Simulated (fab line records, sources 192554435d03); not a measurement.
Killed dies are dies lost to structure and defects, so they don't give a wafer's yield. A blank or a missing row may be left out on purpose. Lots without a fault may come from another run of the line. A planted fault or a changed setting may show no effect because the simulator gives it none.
Split-lot experiment | flow n5_finfet | 7 lots, 39 wafers read, on a route of 1938 steps

THE SPLIT
At N5_FIN_CUT_CUT_ETCH_15 (etches Si in HBr/Cl2/O2, target depth 100 nm, bt time 10 s, time 42.4 s), the setting time_s was moved away from the recipe's 42.4 s on 15 of the 39 wafers read, by -59.8% to +40.1%. The other wafers ran this setting at the recipe's value.

The reading is taken at the split's own step.

THE READING
SOC_of_FIN_CUT_COAT_18.thk_nm (the simulator's own value, which no gauge read), in nm, at N5_FIN_CUT_CUT_ETCH_15 (etches Si in HBr/Cl2/O2, target depth 100 nm, bt time 10 s, time 42.4 s). The file gives no usual value for it. The 24 wafers here that ran the recipe average 170.6 nm, standard deviation 0.57 nm.

wafer  | tool, chamber at the split | time_s as run, s | against the recipe | SOC_of_FIN_CUT_COAT_18.thk_nm, nm | against lot-mates on the recipe
L076.1 | rie_si-03, 2               | 24.71            | -41.7%             | 186.8                             | +16.0
L076.2 | rie_si-03, 0               | 42.4             | recipe             | 170.8                             | -
L076.3 | rie_si-03, 3               | 24.71            | -41.7%             | 186.2                             | +15.4
L076.4 | rie_si-03, 1               | 24.71            | -41.7%             | 186.2                             | +15.4
L076.5 | rie_si-03, 0               | 42.4             | recipe             | 171.2                             | -
L076.6 | rie_si-03, 1               | 42.4             | recipe             | 170.4                             | -
L079.1 | rie_si-03, 2               | 54.58            | +28.7%             | 159.8                             | -10.5
L079.2 | rie_si-03, 3               | 54.58            | +28.7%             | 159.8                             | -10.5
L079.3 | rie_si-03, 1               | 42.4             | recipe             | 170.2                             | -
L079.4 | rie_si-03, 0               | 42.4             | recipe             | 170.4                             | -
L079.5 | rie_si-03, 1               | 42.4             | recipe             | 170.2                             | -
L079.6 | rie_si-03, 0               | 54.58            | +28.7%             | 160.8                             | -9.5
L083.1 | rie_si-06, 2               | 42.4             | recipe             | 169.8                             | -
L083.3 | rie_si-06, 0               | 42.4             | recipe             | 170.4                             | -
L083.4 | rie_si-06, 3               | 42.4             | recipe             | 171                               | -
L084.1 | rie_si-04, 0               | 42.4             | recipe             | 170.4                             | -
L084.2 | rie_si-04, 1               | 59.42            | +40.1%             | 154.6                             | -15.9
L084.3 | rie_si-04, 3               | 59.42            | +40.1%             | 155.2                             | -15.3
L084.4 | rie_si-04, 2               | 42.4             | recipe             | 170.8                             | -
L084.5 | rie_si-04, 3               | 42.4             | recipe             | 170.4                             | -
L084.6 | rie_si-04, 0               | 59.42            | +40.1%             | 155.2                             | -15.3
L085.1 | rie_si-06, 1               | 42.4             | recipe             | 170                               | -
L085.2 | rie_si-06, 2               | 42.4             | recipe             | 169.6                             | -
L085.3 | rie_si-06, 3               | 42.4             | recipe             | 170.6                             | -
L085.4 | rie_si-06, 0               | 42.4             | recipe             | 170.2                             | -
L085.5 | rie_si-06, 1               | 42.4             | recipe             | 170.6                             | -
L085.6 | rie_si-06, 0               | 42.4             | recipe             | 169.8                             | -
L086.1 | rie_si-03, 1               | 17.05            | -59.8%             | 194                               | +22.8
L086.2 | rie_si-03, 3               | 42.4             | recipe             | 170.6                             | -
L086.3 | rie_si-03, 2               | 17.05            | -59.8%             | 193.4                             | +22.2
L086.4 | rie_si-03, 0               | 17.05            | -59.8%             | 193                               | +21.8
L086.5 | rie_si-03, 0               | 42.4             | recipe             | 172                               | -
L086.6 | rie_si-03, 1               | 42.4             | recipe             | 171                               | -
L089.1 | rie_si-03, 2               | 23.12            | -45.5%             | 187.6                             | +16.3
L089.2 | rie_si-03, 0               | 42.4             | recipe             | 171                               | -
L089.3 | rie_si-03, 1               | 42.4             | recipe             | 171.4                             | -
L089.4 | rie_si-03, 3               | 23.12            | -45.5%             | 187.4                             | +16.1
L089.5 | rie_si-03, 1               | 42.4             | recipe             | 171.6                             | -
L089.6 | rie_si-03, 2               | 23.12            | -45.5%             | 187.4                             | +16.1

THE FIT
A straight line over all 39 wafers: SOC_of_FIN_CUT_COAT_18.thk_nm changes by -0.379 nm for each +1% of time_s; r = -1.00; the points scatter about the line by 0.55 nm.
The same after taking each lot's own level away (the mean of its wafers on the recipe; 39 wafers): -0.37 nm for each +1%; r = -1.00; scatter 0.48 nm.
On that fit, the largest move of time_s shifts the reading by 22 nm.
The lots' own levels span 170.13 to 171.33 nm, that is 2.1 times the standard deviation above.
So the lot-to-lot level changes the slope little: the two slopes agree.
Check: with one of the wafers moved furthest among these (-59.8%) left out of the fit, the line predicts +22 nm for it against its lot-mates. It came out at +22.8 nm against them.

OTHER SPLITS ON THESE WAFERS
These wafers also went through other splits before the reading. Each is held against what the fit with the lots' levels taken away leaves over:
other split on the same wafers | wafers away from the commonest value | r with SOC_of_FIN_CUT_COAT_18.thk_nm (lot level and that fit taken away)
N5_FIN_SAQP_PECVD_47 time_s    | 12                                   | +0.08

THE WHOLE CHAIN: every reading that the file lists as answering this split, in the file's order
step                   | what it does                                                            | reading                                                                        | change (the file's fit)               | r (the file's)
N5_FIN_CUT_CUT_ETCH_15 | etches Si in HBr/Cl2/O2, target depth 100 nm, bt time 10 s, time 42.4 s | FIN_CUT.feature_depth_nm (the simulator's own value, which no gauge read)      | +0.988 nm for each +1% of the setting | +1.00
N5_FIN_CUT_CUT_ETCH_15 | etches Si in HBr/Cl2/O2, target depth 100 nm, bt time 10 s, time 42.4 s | etch.depth_nm (the simulator's own value, which no gauge read)                 | +0.988 nm for each +1% of the setting | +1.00
N5_FIN_CUT_CUT_ETCH_15 | etches Si in HBr/Cl2/O2, target depth 100 nm, bt time 10 s, time 42.4 s | SOC_of_FIN_CUT_COAT_18.thk_nm (the simulator's own value, which no gauge read) | -0.37 nm for each +1% of the setting  | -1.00

THE FILE'S OWN FIT
SOC_of_FIN_CUT_COAT_18.thk_nm changes by -0.37 nm for each +1% of time_s, r = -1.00.
